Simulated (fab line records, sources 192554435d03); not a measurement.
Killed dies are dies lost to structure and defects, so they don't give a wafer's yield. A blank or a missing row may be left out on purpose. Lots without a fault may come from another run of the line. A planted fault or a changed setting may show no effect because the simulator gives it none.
Which tool did it? | flow n5_finfet | 12 lots, 36 wafers sampled, at 5 steps of a route of 1938

WHAT THE GAUGES READ, wafer by wafer
N5_BEOL_M2_THK_MEAS_01.
lot  | measured     | on            | M2_ILD_THK (nm)
L076 | day 7 05:33  | film_metro-02 | 80.6 80.8 80.7
L077 | day 7 16:21  | film_metro-02 | 79.3 81.1 79.3
L079 | day 7 23:40  | film_metro-01 | 77.3 79.7 79.7
L081 | day 8 13:26  | film_metro-02 | 78.9 80.5 79.7
L082 | day 9 05:40  | film_metro-02 | 78.4 78.5 80.3
L085 | day 9 16:56  | film_metro-02 | 78.3 77.1 78.4
L088 | day 10 04:40 | film_metro-02 | 77.4 78.5 79.8
L087 | day 10 20:07 | film_metro-02 | 77.9 77.9 79.3
L092 | day 11 03:40 | film_metro-02 | 77.9 78.9 79.6
L093 | day 11 07:42 | film_metro-02 | 78.0 79.1 79.6
L094 | day 11 11:33 | film_metro-02 | 78.4 80.2 79.4
L097 | day 12 04:42 | film_metro-01 | 79.7 80.7 80.1

WHICH TOOL RAN EACH LOT (tool, then ch and the chambers of the sampled wafers, then the start)
lot  | N5_BEOL_M1_ETCH_41                            | N5_BEOL_M1_ANNEAL_89         | N5_BEOL_M1_ANNEAL_91         | N5_BEOL_M1_SPUTTER_94
L076 | rie_diel-04 ch 0,1,2, day 7 02:12 or earlier  | pvd_sputter-02, day 7 02:12  | pvd_sputter-02, day 7 02:25  | pvd_sputter-02, day 7 02:47
L077 | rie_diel-05 ch 1,2, day 7 11:32 or earlier    | pvd_sputter-02, day 7 11:32  | pvd_sputter-02, day 7 11:46  | pvd_sputter-02, day 7 12:07
L079 | rie_diel-02 ch 0,1,2, day 7 19:44 or earlier  | pvd_sputter-01, day 7 19:44  | pvd_sputter-01, day 7 19:57  | pvd_sputter-01, day 7 20:19
L081 | rie_diel-04 ch 0,1,2, day 8 11:19 or earlier  | pvd_sputter-02, day 8 11:19  | pvd_sputter-02, day 8 11:32  | pvd_sputter-02, day 8 11:53
L082 | rie_diel-02 ch 1,2,3, day 9 03:41 or earlier  | pvd_sputter-01, day 9 03:41  | pvd_sputter-01, day 9 03:55  | pvd_sputter-01, day 9 04:16
L085 | rie_diel-04 ch 1,2,3, day 9 14:31 or earlier  | pvd_sputter-03, day 9 14:31  | pvd_sputter-03, day 9 14:44  | pvd_sputter-03, day 9 15:06
L088 | rie_diel-02 ch 0,1,3, day 10 02:40 or earlier | pvd_sputter-02, day 10 02:40 | pvd_sputter-02, day 10 02:53 | pvd_sputter-02, day 10 03:14
L087 | rie_diel-04 ch 0,1,3, day 10 17:14 or earlier | pvd_sputter-02, day 10 17:14 | pvd_sputter-02, day 10 17:27 | pvd_sputter-02, day 10 17:49
L092 | rie_diel-02 ch 0,1,2, day 11 01:41 or earlier | pvd_sputter-02, day 11 01:41 | pvd_sputter-02, day 11 01:55 | pvd_sputter-02, day 11 02:16
L093 | rie_diel-04 ch 0,1,2, day 11 05:19 or earlier | pvd_sputter-01, day 11 05:19 | pvd_sputter-01, day 11 05:32 | pvd_sputter-01, day 11 05:53
L094 | rie_diel-04 ch 0,1,2, day 11 09:34 or earlier | pvd_sputter-02, day 11 09:34 | pvd_sputter-02, day 11 09:47 | pvd_sputter-02, day 11 10:08
L097 | rie_diel-05 ch 0,3, day 12 02:43 or earlier   | pvd_sputter-02, day 12 02:43 | pvd_sputter-02, day 12 02:56 | pvd_sputter-02, day 12 03:17
- N5_BEOL_M1_ETCH_41: etches SiCN in CH3F/O2, target depth 31.9 nm, time 57.8 s.
- N5_BEOL_M1_ANNEAL_89: time 240 s.
- N5_BEOL_M1_ANNEAL_91: time 240 s.
- N5_BEOL_M1_SPUTTER_94: material Cu, target thk 4.5 nm, time 8.29 s.

THE ANSWER, worked out from the rows above alone
Rule: what is usual is taken from the lots themselves. Put in order of their means at a reading, lots are off if they are a third of the lots or fewer, leave a main group of 4 or more, and stand apart from it by a gap of 3 or more times the standard deviation of the main group's means; of several such gaps the widest counts. A main group whose means are all the same, to the digits that the tables above print for the reading, isn't used. A lot without any number at a reading at which 4 lots or more have one is off too. The other lots that the step has rows for count as sound.
No lot is off at any reading shown: from this, nothing can be told.

WHAT THE SIMULATOR HAD PUT IN
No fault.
